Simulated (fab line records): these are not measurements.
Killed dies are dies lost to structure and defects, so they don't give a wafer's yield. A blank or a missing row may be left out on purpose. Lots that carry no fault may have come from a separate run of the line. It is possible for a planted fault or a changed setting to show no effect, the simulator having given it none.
fab line records    flow n5_finfet
[record] lots = 6  wafers = 18  last_day = 18
route steps=1938 shown BEOL_M1@819 BEOL_M4@1111 PASSIVATION@1936
lots with no fault: from the same line, run without faults
start_h: hours from the record's opening day to when the first of the lot's shown wafers began    wait_h: how many hours have passed since the lot's step before this one    " identical to the entry in the row above    L1.1+2: a row that stands for several wafers    - no value, or no start was given    * or withheld: withheld    < > ~ a bound
route shown NAME@n: names a module that has steps shown in the file, with the first one's number in the route    usual: mean and standard deviation over wafers with no fault    same: alike in all rows    chamber/n: place in a boat    sites: per-site readings    _std_site: standard deviation across them    _edge_site: inner sites' mean taken away from outer sites' mean    radius_mm: how far each site lies from the wafer's centre    mask NAME#n: copy n    behind: the most recent tool/chamber to have shaped the wafer    hold: reason for holding the lot/hours on hold/outcome of the hold    device: the transistor (n, p or np) that didn't switch    end of line: the tests these same wafers got at the end of their route    a step given without rows: its recipe and nothing more    killed: not the wafer's yield, but the dies lost to structure and defects at the first sort    map: a wafer's dies, marking killed ones x, the rest . and places with no die _
set.NAME: setting as actually run; set.NAME@STEP: the setting as run at that earlier step    model.NAME: the simulator's own value behind a step, which no gauge read
a table for each step, a row for each wafer; lots at some steps of the route
services: the hour from which a tool's chamber was out of use, counted from the record's first day as start_h (under 0 if before that day), plus the number of hours and why
[[steps]]
[step N5_BEOL_M1_ANNEAL_82]
[recipe] temp_c = 400  time_s = 240  ambient = vacuum
[usual] heater_power_w = 782/88  susceptor_temp_C = 399.97/0.23
lot.wafer  tool            chamber  start_h  wait_h  heater_power_w  susceptor_temp_C
L758.2     pvd_sputter-02  -        149.24   0.0     857             400.09
L758.4     "               -        "        "       738             399.98
L758.5     "               -        "        "       790             400.14
L768.1     pvd_sputter-03  -        198.73   0.0     824             399.99
L768.3     "               -        "        "       800             399.86
L768.5     "               -        "        "       834             400.03
L770.1     pvd_sputter-01  -        206.79   0.0     749             400.10
L770.2     "               -        "        "       953             400.20
L770.6     "               -        "        "       888             399.70
L772.3     pvd_sputter-02  -        211.75   0.0     863             400.22
L772.5     "               -        "        "       763             400.15
L772.6     "               -        "        "       661             399.63
L773.2     pvd_sputter-02  -        223.73   0.0     849             399.68
L773.3     "               -        "        "       750             400.36
L773.5     "               -        "        "       646             400.31
L775.1     pvd_sputter-01  -        234.07   0.0     757             399.98
L775.4     "               -        "        "       946             399.77
L775.6     "               -        "        "       758             399.88
[step N5_BEOL_M1_SPUTTER_86]
[recipe] material = Cu  target_thk_a = 45  temp_c = -20  chamber_pressure_pa = 0.07  power_w = withheld  time_s = 8.29
[step N5_BEOL_M1_ANNEAL_87]
[recipe] temp_c = 400  time_s = 240  ambient = vacuum
[step N5_BEOL_M1_SPUTTER_88]
[recipe] material = Cu  target_thk_a = 45  temp_c = -20  chamber_pressure_pa = 0.07  power_w = withheld  time_s = 8.29
[usual] chamber_pressure_pa = 0.07001/0.00013  substrate_temp_c = -20.01/0.1  susceptor_temp_C = -20.00/0.11  throttle_valve_pct = 30.1/1.4
lot.wafer  tool            chamber  start_h  wait_h  chamber_pressure_pa  substrate_temp_c  susceptor_temp_C  throttle_valve_pct
L758.2     pvd_sputter-02  -        149.60   0.1     0.07012              -20.05            -20.00            30.1
L758.4     "               -        "        "       0.06995              -20.03            -19.80            30.3
L758.5     "               -        "        "       0.06994              -20.04            -20.05            28.2
L768.1     pvd_sputter-03  -        199.09   0.1     0.06994              -19.93            -19.83            28.2
L768.3     "               -        "        "       0.07009              -20.01            -19.92            28.1
L768.5     "               -        "        "       0.07001              -19.96            -20.00            28.1
L770.1     pvd_sputter-01  -        207.15   0.1     0.06984              -20.07            -20.02            30.5
L770.2     "               -        "        "       0.07005              -20.09            -19.95            29.4
L770.6     "               -        "        "       0.07006              -19.98            -19.98            33.3
L772.3     pvd_sputter-02  -        212.11   0.1     0.06976              -20.02            -19.83            29.8
L772.5     "               -        "        "       0.07015              -20.08            -19.97            28.1
L772.6     "               -        "        "       0.06976              -20.15            -20.20            31.0
L773.2     pvd_sputter-02  -        224.09   0.1     0.06995              -20.13            -19.84            29.9
L773.3     "               -        "        "       0.07007              -20.01            -20.06            30.1
L773.5     "               -        "        "       0.07005              -19.94            -20.10            31.0
L775.1     pvd_sputter-01  -        234.43   0.1     0.06981              -20.00            -20.17            30.3
L775.4     "               -        "        "       0.06996              -19.91            -20.14            29.7
L775.6     "               -        "        "       0.06988              -20.11            -20.17            30.3
[step N5_BEOL_M1_ANNEAL_89]
[recipe] temp_c = 400  time_s = 240  ambient = vacuum
[step N5_BEOL_M1_SPUTTER_90]
[recipe] material = Cu  target_thk_a = 45  temp_c = -20  chamber_pressure_pa = 0.07  power_w = withheld  time_s = 8.29
[usual] chamber_pressure_pa = 0.07/0.00014  substrate_temp_c = -19.99/0.1  susceptor_temp_C = -20.00/0.1  throttle_valve_pct = 30.1/1.4
lot.wafer  tool            chamber  start_h  wait_h  chamber_pressure_pa  substrate_temp_c  susceptor_temp_C  throttle_valve_pct
L758.2     pvd_sputter-02  -        149.82   0.1     0.07001              -20.03            -19.78            30.2
L758.4     "               -        "        "       0.06981              -19.99            -19.97            30.2
L758.5     "               -        "        "       0.06987              -19.92            -19.86            28.1
L768.1     pvd_sputter-03  -        199.31   0.1     0.07008              -19.87            -19.90            28.1
L768.3     "               -        "        "       0.07026              -20.04            -20.12            28.4
L768.5     "               -        "        "       0.07013              -19.87            -19.94            28.5
L770.1     pvd_sputter-01  -        207.37   0.1     0.06986              -20.01            -20.15            30.6
L770.2     "               -        "        "       0.07002              -19.89            -19.78            29.3
L770.6     "               -        "        "       0.07013              -19.99            -20.09            33.2
L772.3     pvd_sputter-02  -        212.33   0.1     0.06987              -20.08            -19.93            30.2
L772.5     "               -        "        "       0.06983              -19.86            -20.04            28.4
L772.6     "               -        "        "       0.0701               -19.89            -19.90            31.1
L773.2     pvd_sputter-02  -        224.31   0.1     0.07018              -20.12            -19.96            29.9
L773.3     "               -        "        "       0.0699               -19.90            -20.15            30.0
L773.5     "               -        "        "       0.06975              -19.98            -20.18            31.3
L775.1     pvd_sputter-01  -        234.65   0.1     0.06991              -20.04            -19.94            30.4
L775.4     "               -        "        "       0.07017              -19.97            -20.08            29.4
L775.6     "               -        "        "       0.06985              -20.20            -20.06            30.6
[step N5_BEOL_M1_ANNEAL_91]
[recipe] temp_c = 400  time_s = 240  ambient = vacuum
[usual] heater_power_w = 781/88  susceptor_temp_C = 400.07/0.21
lot.wafer  tool            chamber  start_h  wait_h  heater_power_w  susceptor_temp_C
L758.2     pvd_sputter-02  -        149.90   0.0     866             400.07
L758.4     "               -        "        "       750             400.10
L758.5     "               -        "        "       796             400.08
L768.1     pvd_sputter-03  -        199.39   0.0     830             399.89
L768.3     "               -        "        "       820             399.73
L768.5     "               -        "        "       845             399.76
L770.1     pvd_sputter-01  -        207.45   0.0     764             400.08
L770.2     "               -        "        "       949             399.99
L770.6     "               -        "        "       876             400.23
L772.3     pvd_sputter-02  -        212.41   0.0     852             400.13
L772.5     "               -        "        "       771             400.52
L772.6     "               -        "        "       659             400.34
L773.2     pvd_sputter-02  -        224.39   0.0     859             400.13
L773.3     "               -        "        "       755             399.99
L773.5     "               -        "        "       647             399.84
L775.1     pvd_sputter-01  -        234.73   0.0     733             400.11
L775.4     "               -        "        "       964             399.98
L775.6     "               -        "        "       755             400.45
[step N5_BEOL_M1_SPUTTER_92]
[recipe] material = Cu  target_thk_a = 45  temp_c = -20  chamber_pressure_pa = 0.07  power_w = withheld  time_s = 8.29
[step N5_BEOL_M1_ANNEAL_93]
[recipe] temp_c = 400  time_s = 240  ambient = vacuum
[usual] heater_power_w = 782/90  susceptor_temp_C = 399.96/0.23
lot.wafer  tool            chamber  start_h  wait_h  heater_power_w  susceptor_temp_C
L758.2     pvd_sputter-02  -        150.12   0.0     859             400.07
L758.4     "               -        "        "       740             400.00
L758.5     "               -        "        "       780             399.83
L768.1     pvd_sputter-03  -        199.61   0.0     849             399.73
L768.3     "               -        "        "       828             399.78
L768.5     "               -        "        "       857             399.68
L770.1     pvd_sputter-01  -        207.67   0.0     759             399.72
L770.2     "               -        "        "       977             400.26
L770.6     "               -        "        "       880             399.74
L772.3     pvd_sputter-02  -        212.63   0.0     880             399.61
L772.5     "               -        "        "       779             399.66
L772.6     "               -        "        "       659             400.07
L773.2     pvd_sputter-02  -        224.61   0.0     848             399.90
L773.3     "               -        "        "       756             400.05
L773.5     "               -        "        "       664             400.11
L775.1     pvd_sputter-01  -        234.95   0.0     758             400.23
L775.4     "               -        "        "       958             400.38
L775.6     "               -        "        "       752             400.07
[step N5_BEOL_M1_SPUTTER_94]
[recipe] material = Cu  target_thk_a = 45  temp_c = -20  chamber_pressure_pa = 0.07  power_w = withheld  time_s = 8.29
[step N5_BEOL_M1_ANNEAL_95]
[recipe] temp_c = 400  time_s = 240  ambient = vacuum
[step N5_BEOL_M1_SPUTTER_96]
[recipe] material = Cu  target_thk_a = 45  temp_c = -20  chamber_pressure_pa = 0.07  power_w = withheld  time_s = 8.29
[step N5_BEOL_M1_ECD_50]
[recipe] material = Cu  target_thk_a = 3000
lot.wafer   tool       chamber  start_h  wait_h
L758.2+4+5  ecd_cu-02  1,0,1    150.60   0.1
L768.1+3+5  ecd_cu-01  1        200.08   0.1
L770.1+2+6  ecd_cu-01  1,0,1    208.15   0.1
L772.3+5+6  ecd_cu-01  1,1,0    213.12   0.1
L773.2+3+5  ecd_cu-02  0,1,1    225.09   0.1
L775.1+4+6  ecd_cu-02  1,0,0    235.42   0.1
[step N5_BEOL_M1_ANNEAL_51]
[recipe] temp_c = 225  time_s = 90  ambient = N2
[step N5_BEOL_M1_CMP_52]
[recipe] stop_on = SiOC  t_overpolish_s = 6.8  down_force_psi = 1  platen_rpm = 50  clearing_platen_down_force_psi = 1.5  clearing_platen_rpm = 50  post_cmp_clean = cu_alkaline  target_thk_nm = 40  clearing_platen_pad_velocity_m_s = 0.99484  pad_velocity_m_s = 0.99484
[usual] motor_current_A = 6.0/0.53  platen_rpm = 50.00/0.034  slurry_flow_ml_min = 150.0/0.54  time_to_endpoint_s = 61/3.2
lot.wafer  tool    chamber  start_h  wait_h  motor_current_A  platen_rpm  slurry_flow_ml_min  time_to_endpoint_s
L758.4     cmp-03  3        150.98   0.1     5.9              50.00       150.0               65
L758.2     "       2        "        "       6.0              50.02       149.7               61
L758.5     "       3        "        "       5.7              49.94       149.9               65
L768.1     cmp-01  1        200.46   0.3     5.7              50.00       148.9               4
L768.3     "       2        "        "       6.3              50.04       150.5               0
L768.5     "       2        "        "       6.7              50.03       150.4               0
L770.1     cmp-03  3        208.53   0.3     5.7              49.96       150.4               1
L770.2     "       1        "        "       5.6              50.01       150.2               0
L770.6     "       3        "        "       5.7              49.99       149.7               1
L772.3     cmp-03  3        213.48   0.2     5.6              50.02       150.1               65
L772.6     "       3        "        "       5.6              49.91       150.1               66
L772.5     "       0        "        "       5.2              50.00       150.5               63
L773.3     cmp-02  3        225.65   0.2     5.8              50.02       150.4               56
L773.2     "       1        "        "       6.1              49.96       150.7               62
L773.5     "       3        "        "       5.6              50.00       149.8               58
L775.1     cmp-01  1        235.84   0.3     6.1              49.99       149.6               64
L775.4     "       3        "        "       5.4              49.98       150.2               59
L775.6     "       0        "        "       6.2              50.02       150.4               58
[step N5_BEOL_M4_RC_MEAS_101]
[usual] DIBL_N = 36.1/1.6  DIBL_P = 35.8/2  IOFF_N = 0.157/0.029  IOFF_P = 0.21/0.034  ION_N = 677/13  ION_P = 465/8.1  SS_N = 71.3/0.61  SS_P = 73.2/0.65  VT_N = 249/3.3  VT_P = -250/3.2
lot.wafer  tool       chamber  start_h  wait_h  DIBL_N[mV/V]  DIBL_P[mV/V]  IOFF_N[nA/um]  IOFF_P[nA/um]  ION_N[uA/um]  ION_P[uA/um]  SS_N[mV/dec]  SS_P[mV/dec]  VT_N[mV]  VT_P[mV]
L758.2     prober-02  0        209.13   0.2     37.6          35.6          0.162          0.21           662           454           71.2          73.3          253       -250
L758.4     "          0        "        "       37.5          36.0          0.168          0.22           680           465           71.5          72.8          250       -248
L758.5     "          0        "        "       35.7          34.0          0.127          0.18           668           461           70.8          71.6          254       -252
L772.3     prober-01  0        277.21   0.3     38.2          38.6          0.186          0.22           673           458           71.8          74.1          249       -248
L772.5     "          0        "        "       35.8          36.1          0.143          0.18           676           460           70.7          72.9          251       -253
L772.6     "          0        "        "       37.0          36.6          0.148          0.18           663           456           72.2          72.7          254       -253
L773.2     prober-01  0        292.71   0.4     38.0          38.7          0.196          0.28           695           480           71.4          74.0          248       -245
L773.3     "          0        "        "       34.4          33.8          0.117          0.19           648           455           70.5          72.2          256       -249
L773.5     "          0        "        "       34.6          33.3          0.118          0.18           650           454           70.3          72.6          257       -252
L775.1     prober-01  0        313.01   0.0     34.8          34.9          0.145          0.20           679           469           71.6          73.3          250       -250
L775.4     "          0        "        "       34.0          33.3          0.131          0.18           668           464           71.1          72.8          251       -253
L775.6     "          0        "        "       34.3          33.4          0.130          0.17           674           463           71.0          74.2          250       -253
[step N5_PASSIVATION_PROBE_49]
[usual] defect_limited_yield = 91.0/1.4  killed_at_M0_to_M3 = 33/11  killed_at_M4_up = 14/5  killed_at_contacts = 11/7.3  killed_at_front_end = 43/12  killed_at_other = 4/3.1  killed_dies = 106/17  killed_on_rim = 14/3.8  killed_open = 69/13  killed_short = 34/8.7  sort_bin_5_function = 5.2/0.96  sort_bin_6_memory = 3.3/0.66  sort_bin_8_speed = 0.00/0.012  sort_n_pass = 1074/17  sort_yield_pct = 91.0/1.4
[same] gross_dies = 1180  killed_at_back_side = 0  sort_bin_4_leakage[%] = 0
lot.wafer  tool       chamber  start_h  wait_h  defect_limited_yield[%]  killed_at_M0_to_M3  killed_at_M4_up  killed_at_contacts  killed_at_front_end  killed_at_other  killed_dies  killed_on_rim  killed_open  killed_short  sort_bin_5_function[%]  sort_bin_6_memory[%]  sort_bin_8_speed[%]  sort_n_pass  sort_yield_pct[%]
L758.2     prober-02  -        318.27   0.1     93.6                     24                  12               13                  23                   4                76           10             46           30            3.7                     2.3                   0                    1104         93.6
L758.4     prober-02  -        318.37   0.2     91.9                     36                  17               3                   39                   0                95           13             67           22            4.8                     2.5                   0                    1085         91.9
L758.5     prober-02  -        318.42   0.2     93.4                     18                  15               7                   34                   4                78           11             54           22            4.1                     2.3                   0                    1102         93.4
L768.1     prober-02  -        357.31   0.0     0                        1114                11               10                  38                   7                1180         152            71           28            96.6                    3.1                   0                    0            0
L768.3     prober-02  -        357.41   0.1     0                        1099                9                8                   50                   14               1180         152            65           41            95.9                    3.6                   0                    0            0
L768.5     prober-02  -        357.51   0.2     0                        1112                7                6                   52                   3                1180         152            66           44            96.4                    3.3                   0                    0            0
L770.1     prober-02  -        384.28   0.0     0                        1112                9                6                   50                   3                1180         152            71           27            96.4                    3.6                   0                    0            0
L770.2     prober-02  -        384.33   0.1     0                        1110                7                10                  49                   4                1180         152            81           34            96.5                    3.2                   0                    0            0
L770.6     prober-02  -        384.53   0.3     0                        1106                18               18                  34                   4                1180         152            65           37            96.6                    3.1                   0                    0            0
L772.3     prober-01  -        389.94   0.1     90.8                     18                  10               13                  61                   7                109          9              69           33            4.6                     4.2                   0                    1071         90.8
L772.5     prober-01  -        390.04   0.2     89.4                     20                  16               10                  63                   16               125          15             72           40            6.4                     3.5                   0                    1055         89.4
L772.6     prober-01  -        390.09   0.3     91.4                     29                  13               6                   45                   9                102          9              59           34            5.9                     2.4                   0                    1078         91.4
L773.2     prober-01  -        403.94   0.1     92.2                     32                  9                10                  40                   1                92           13             60           29            4.2                     3.2                   0                    1088         92.2
L773.3     prober-01  -        403.99   0.1     93.1                     27                  9                14                  26                   5                81           14             52           22            3.6                     2.9                   0.08                 1098         93.1
L773.5     prober-01  -        404.09   0.2     93.3                     20                  14               1                   39                   5                79           12             47           25            3.1                     2.8                   0.08                 1100         93.2
L775.1     prober-01  -        424.94   0.0     91.6                     26                  18               15                  40                   0                99           11             71           24            5.7                     2.6                   0                    1081         91.6
L775.4     prober-01  -        425.09   0.2     93.1                     19                  7                17                  36                   2                81           15             57           24            3.8                     2.9                   0                    1099         93.1
L775.6     prober-01  -        425.19   0.3     90.8                     24                  14               26                  41                   3                108          17             68           40            5.7                     3.1                   0                    1072         90.8
// killed by level:class
L758.2 MOL_CONTACT_COAG:geometric_particle:open=7 MOL_CONTACT_COAG:geometric_particle:short=6 BEOL_M1:geometric_particle:open=5 FIN_SAQP:geometric_particle:short=4 DUMMY_GATE:geometric_particle:open=4 GATE_CUT:geometric_particle:open=4 BEOL_M0_SAQP:geometric_particle:open=4 BEOL_M0_SAQP:geometric_particle:short=4
L758.4 DUMMY_GATE:geometric_particle:open=10 BEOL_M4:geometric_particle:open=10 BEOL_M2:geometric_particle:open=8 BEOL_M0_SAQP:geometric_particle:open=8 STARTING-WAFER:geometric_particle:open=6 BEOL_M2:geometric_particle:short=5 BEOL_M3:geometric_particle:open=5 STI_FIN_REVEAL:geometric_particle:open=4
L758.5 DUMMY_GATE:geometric_particle:open=9 MOL_CONTACT_COAG:geometric_particle:open=6 BEOL_M1:geometric_particle:open=5 STI_FIN_REVEAL:geometric_particle:open=4 GATE_CUT:geometric_particle:open=4 BEOL_M5:geometric_particle:open=4 FIN_SAQP:geometric_particle:short=3 GATE_CUT:geometric_particle:short=3
L768.1 BEOL_M1:area_ecd=1081 STI_FIN_REVEAL:geometric_particle:open=10 MOL_CONTACT_COAG:geometric_particle:open=9 BEOL_M0_SAQP:geometric_particle:short=9 BEOL_M0_SAQP:geometric_particle:open=9 BEOL_M4:geometric_particle:open=7 FIN_SAQP:geometric_particle:open=6 DUMMY_GATE:geometric_particle:open=6
L768.3 BEOL_M1:area_ecd=1074 FIN_SAQP:geometric_particle:short=13 FIN_SAQP:geometric_particle:open=12 STI_FIN_REVEAL:geometric_particle:open=7 MOL_CONTACT_COAG:geometric_particle:open=7 BEOL_M0:geometric_particle:open=7 ILD0:geometric_particle:open=6 BEOL_M0_SAQP:geometric_particle:short=6
L768.5 BEOL_M1:area_ecd=1070 FIN_SAQP:geometric_particle:short=17 BEOL_M0_SAQP:geometric_particle:open=13 FIN_SAQP:geometric_particle:open=12 BEOL_M0_SAQP:geometric_particle:short=8 DUMMY_GATE:geometric_particle:open=7 MOL_CONTACT_COAG:geometric_particle:open=6 BEOL_M3:geometric_particle:open=6
L770.1 BEOL_M1:area_ecd=1082 STI_FIN_REVEAL:geometric_particle:open=17 FIN_SAQP:geometric_particle:open=14 FIN_SAQP:geometric_particle:short=8 BEOL_M0_SAQP:geometric_particle:short=8 BEOL_M0_SAQP:geometric_particle:open=6 MOL_CONTACT_COAG:geometric_particle:open=5 BEOL_M1:geometric_particle:open=5
L770.2 BEOL_M1:area_ecd=1063 BEOL_M0_SAQP:geometric_particle:open=20 BEOL_M0_SAQP:geometric_particle:short=19 STI_FIN_REVEAL:geometric_particle:open=18 FIN_SAQP:geometric_particle:open=17 MOL_CONTACT_COAG:geometric_particle:open=10 FIN_SAQP:geometric_particle:short=7 GATE_CUT:geometric_particle:short=3
L770.6 BEOL_M1:area_ecd=1077 MOL_CONTACT_COAG:geometric_particle:open=15 BEOL_M4:geometric_particle:open=9 BEOL_M2:geometric_particle:open=8 STI_FIN_REVEAL:geometric_particle:open=6 BEOL_M0_SAQP:geometric_particle:open=6 FIN_SAQP:geometric_particle:short=5 BEOL_M0_SAQP:geometric_particle:short=5
L772.3 STI_FIN_REVEAL:geometric_particle:open=18 MOL_CONTACT_COAG:geometric_particle:open=13 FIN_SAQP:geometric_particle:short=13 FIN_SAQP:geometric_particle:open=10 DUMMY_GATE:geometric_particle:open=5 BEOL_M0_SAQP:geometric_particle:short=4 BEOL_M3:geometric_particle:open=4 BEOL_M3:geometric_particle:short=4
L772.5 STI_FIN_REVEAL:geometric_particle:open=15 GATE_CUT:geometric_particle:short=11 FIN_SAQP:geometric_particle:open=10 FIN_SAQP:geometric_particle:short=7 MOL_CONTACT_COAG:geometric_particle:open=7 PASSIVATION:area_etch=7 BEOL_M3:geometric_particle:open=6 BEOL_M4:geometric_particle:open=6
L772.6 STI_FIN_REVEAL:geometric_particle:open=13 FIN_SAQP:geometric_particle:open=12 FIN_SAQP:geometric_particle:short=9 BEOL_M2:geometric_particle:short=7 PASSIVATION:area_etch=7 BEOL_M4:geometric_particle:open=6 BEOL_M0:geometric_particle:open=5 BEOL_M2:geometric_particle:open=5
L773.2 STI_FIN_REVEAL:geometric_particle:open=11 MOL_CONTACT_COAG:geometric_particle:open=9 BEOL_M0_SAQP:geometric_particle:open=9 BEOL_M0_SAQP:geometric_particle:short=6 BEOL_M2:geometric_particle:open=5 STARTING-WAFER:geometric_particle:short=5 STI_FIN_REVEAL:geometric_particle:short=4 BEOL_M3:geometric_particle:open=4
L773.3 MOL_CONTACT_COAG:geometric_particle:open=8 BEOL_M1:geometric_particle:open=8 BEOL_M3:geometric_particle:open=7 MOL_CONTACT_COAG:geometric_particle:short=4 BEOL_M0_SAQP:geometric_particle:open=4 BEOL_M2:geometric_particle:open=4 STI_FIN_REVEAL:geometric_particle:open=3 BEOL_M4:geometric_particle:open=3
L773.5 STI_FIN_REVEAL:geometric_particle:open=7 BEOL_M0_SAQP:geometric_particle:open=7 DUMMY_GATE:geometric_particle:open=6 HKMG_FIN:area_etch=6 BEOL_M4:geometric_particle:open=5 GATE_CUT:geometric_particle:short=4 BEOL_M3:geometric_particle:short=4 BEOL_M5:geometric_particle:open=4
L775.1 BEOL_M2:geometric_particle:open=14 MOL_CONTACT_COAG:geometric_particle:open=13 STI_FIN_REVEAL:geometric_particle:open=10 FIN_SAQP:geometric_particle:open=6 DUMMY_GATE:geometric_particle:open=5 BEOL_M4:geometric_particle:open=4 BEOL_M5:geometric_particle:open=4 STI_FIN_REVEAL:geometric_particle:short=3
L775.4 MOL_CONTACT_COAG:geometric_particle:open=15 FIN_SAQP:geometric_particle:short=9 BEOL_M2:geometric_particle:open=8 FIN_SAQP:geometric_particle:open=7 STI_FIN_REVEAL:geometric_particle:open=6 GATE_CUT:geometric_particle:open=3 BEOL_M0_SAQP:geometric_particle:open=3 BEOL_M3:geometric_particle:short=3
L775.6 MOL_CONTACT_COAG:geometric_particle:open=22 FIN_SAQP:geometric_particle:short=11 BEOL_M0_SAQP:geometric_particle:open=9 BEOL_M5:geometric_particle:short=5 STARTING-WAFER:geometric_particle:open=5 STI_FIN_REVEAL:geometric_particle:open=5 DUMMY_GATE:geometric_particle:open=5 BEOL_M4:geometric_particle:open=5
// map L768.1 (x killed, . not)
_________________xxxxxxxxxxxx________________
______________xxxxxxxxxxxxxxxxxx_____________
___________xxxxxxxxxxxxxxxxxxxxxxxx__________
__________xxxxxxxxxxxxxxxxxxxxxxxxxx_________
________xxxxxxxxxxxxxxxxxxxxxxxxxxxxxx_______
_______xxxxxxxxxxxxxxxxxxxxxxxxxxxxxxxx______
______xxxxxxxxxxxxxxxxxxxxxxxxxxxxxxxxxx_____
_____xxxxxxxxxxxxxxxxxxxxxxxxxxxxxxxxxxxx____
____xxxxxxxxxxxxxxxxxxxxxxxxxxxxxxxxxxxxxx___
___xxxxxxxxxxxxxxxxxxxxxxxxxxxxxxxxxxxxxxxx__
___xxxxxxxxxxxxxxxxxxxxxxxxxxxxxxxxxxxxxxxx__
__xxxxxxxxxxxxxxxxxxxxxxxxxxxxxxxxxxxxxxxxxx_
__xxxxxxxxxxxxxxxxxxxxxxxxxxxxxxxxxxxxxxxxxx_
_xxxxxxxxxxxxxxxxxxxxxxxxxxxxxxxxxxxxxxxxxxxx
_xxxxxxxxxxxxxxxxxxxxxxxxxxxxxxxxxxxxxxxxxxxx
_xxxxxxxxxxxxxxxxxxxxxxxxxxxxxxxxxxxxxxxxxxxx
_xxxxxxxxxxxxxxxxxxxxxxxxxxxxxxxxxxxxxxxxxxxx
_xxxxxxxxxxxxxxxxxxxxxxxxxxxxxxxxxxxxxxxxxxxx
_xxxxxxxxxxxxxxxxxxxxxxxxxxxxxxxxxxxxxxxxxxxx
_xxxxxxxxxxxxxxxxxxxxxxxxxxxxxxxxxxxxxxxxxxxx
_xxxxxxxxxxxxxxxxxxxxxxxxxxxxxxxxxxxxxxxxxxxx
__xxxxxxxxxxxxxxxxxxxxxxxxxxxxxxxxxxxxxxxxxx_
__xxxxxxxxxxxxxxxxxxxxxxxxxxxxxxxxxxxxxxxxxx_
___xxxxxxxxxxxxxxxxxxxxxxxxxxxxxxxxxxxxxxxx__
___xxxxxxxxxxxxxxxxxxxxxxxxxxxxxxxxxxxxxxxx__
____xxxxxxxxxxxxxxxxxxxxxxxxxxxxxxxxxxxxxx___
_____xxxxxxxxxxxxxxxxxxxxxxxxxxxxxxxxxxxx____
______xxxxxxxxxxxxxxxxxxxxxxxxxxxxxxxxxx_____
_______xxxxxxxxxxxxxxxxxxxxxxxxxxxxxxxx______
________xxxxxxxxxxxxxxxxxxxxxxxxxxxxxx_______
__________xxxxxxxxxxxxxxxxxxxxxxxxxx_________
___________xxxxxxxxxxxxxxxxxxxxxxxx__________
______________xxxxxxxxxxxxxxxxxx_____________
_________________xxxxxxxxxxxx________________
// map L770.1 (x killed, . not)
_________________xxxxxxxxxxxx________________
______________xxxxxxxxxxxxxxxxxx_____________
___________xxxxxxxxxxxxxxxxxxxxxxxx__________
__________xxxxxxxxxxxxxxxxxxxxxxxxxx_________
________xxxxxxxxxxxxxxxxxxxxxxxxxxxxxx_______
_______xxxxxxxxxxxxxxxxxxxxxxxxxxxxxxxx______
______xxxxxxxxxxxxxxxxxxxxxxxxxxxxxxxxxx_____
_____xxxxxxxxxxxxxxxxxxxxxxxxxxxxxxxxxxxx____
____xxxxxxxxxxxxxxxxxxxxxxxxxxxxxxxxxxxxxx___
___xxxxxxxxxxxxxxxxxxxxxxxxxxxxxxxxxxxxxxxx__
___xxxxxxxxxxxxxxxxxxxxxxxxxxxxxxxxxxxxxxxx__
__xxxxxxxxxxxxxxxxxxxxxxxxxxxxxxxxxxxxxxxxxx_
__xxxxxxxxxxxxxxxxxxxxxxxxxxxxxxxxxxxxxxxxxx_
_xxxxxxxxxxxxxxxxxxxxxxxxxxxxxxxxxxxxxxxxxxxx
_xxxxxxxxxxxxxxxxxxxxxxxxxxxxxxxxxxxxxxxxxxxx
_xxxxxxxxxxxxxxxxxxxxxxxxxxxxxxxxxxxxxxxxxxxx
_xxxxxxxxxxxxxxxxxxxxxxxxxxxxxxxxxxxxxxxxxxxx
_xxxxxxxxxxxxxxxxxxxxxxxxxxxxxxxxxxxxxxxxxxxx
_xxxxxxxxxxxxxxxxxxxxxxxxxxxxxxxxxxxxxxxxxxxx
_xxxxxxxxxxxxxxxxxxxxxxxxxxxxxxxxxxxxxxxxxxxx
_xxxxxxxxxxxxxxxxxxxxxxxxxxxxxxxxxxxxxxxxxxxx
__xxxxxxxxxxxxxxxxxxxxxxxxxxxxxxxxxxxxxxxxxx_
__xxxxxxxxxxxxxxxxxxxxxxxxxxxxxxxxxxxxxxxxxx_
___xxxxxxxxxxxxxxxxxxxxxxxxxxxxxxxxxxxxxxxx__
___xxxxxxxxxxxxxxxxxxxxxxxxxxxxxxxxxxxxxxxx__
____xxxxxxxxxxxxxxxxxxxxxxxxxxxxxxxxxxxxxx___
_____xxxxxxxxxxxxxxxxxxxxxxxxxxxxxxxxxxxx____
______xxxxxxxxxxxxxxxxxxxxxxxxxxxxxxxxxx_____
_______xxxxxxxxxxxxxxxxxxxxxxxxxxxxxxxx______
________xxxxxxxxxxxxxxxxxxxxxxxxxxxxxx_______
__________xxxxxxxxxxxxxxxxxxxxxxxxxx_________
___________xxxxxxxxxxxxxxxxxxxxxxxx__________
______________xxxxxxxxxxxxxxxxxx_____________
_________________xxxxxxxxxxxx________________
[[services]]
tool       chamber  start_h  hours  kind
cmp-03     -        128.98   12.4   pm
ecd_cu-01  -        132.12   0.9    repair
cmp-01     -        149.83   0.3    repair
ecd_cu-01  -        151.88   4.4    repair
cmp-02     -        158.84   4.6    pm
cmp-02     -        164.31   1.0    repair
cmp-03     -        168.02   4.0    pm
ecd_cu-02  -        170.25   0.3    repair
cmp-03     -        172.02   -      consumable_replace:conditioner
cmp-03     -        172.02   -      consumable_replace:pad
ecd_cu-01  -        177.76   2.0    repair
cmp-01     -        178.30   3.8    pm
cmp-01     -        184.37   8.5    repair
cmp-03     -        211.86   0.5    repair
cmp-02     -        212.65   4.0    pm
cmp-02     -        216.65   -      consumable_replace:conditioner
cmp-02     -        216.65   -      consumable_replace:pad
[[key]]
[first_sign] step = N5_BEOL_M1_CMP_52  reading = time_to_endpoint_s  direction = down  sigmas = 19  usual = *  struck = *
[effect] step = N5_PASSIVATION_PROBE_49  reading = killed_at_M0_to_M3  direction = up  sigmas = 99+  usual = 33  struck = 1109
[more_kills_born_at] N5_BEOL_M1_ECD_50@ecd_cu-01 = 6438
met_at N5_BEOL_M1_ECD_50
struck_wafers L768.1,L768.3,L768.5,L770.1,L770.2,L770.6
later_rows_left_out L768.1,L768.3,L768.5,L770.1,L770.2,L770.6
[fault] kind = skipped_step_whole  tool = ecd_cu-01  chamber = -  onset_h = 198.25  steps = N5_BEOL_M1_ECD_50  scope = struck_lots_only
// later_rows_left_out: the simulator's readings of these wafers behind a module that went badly wrong aren't trusted and aren't shown, but for the sort
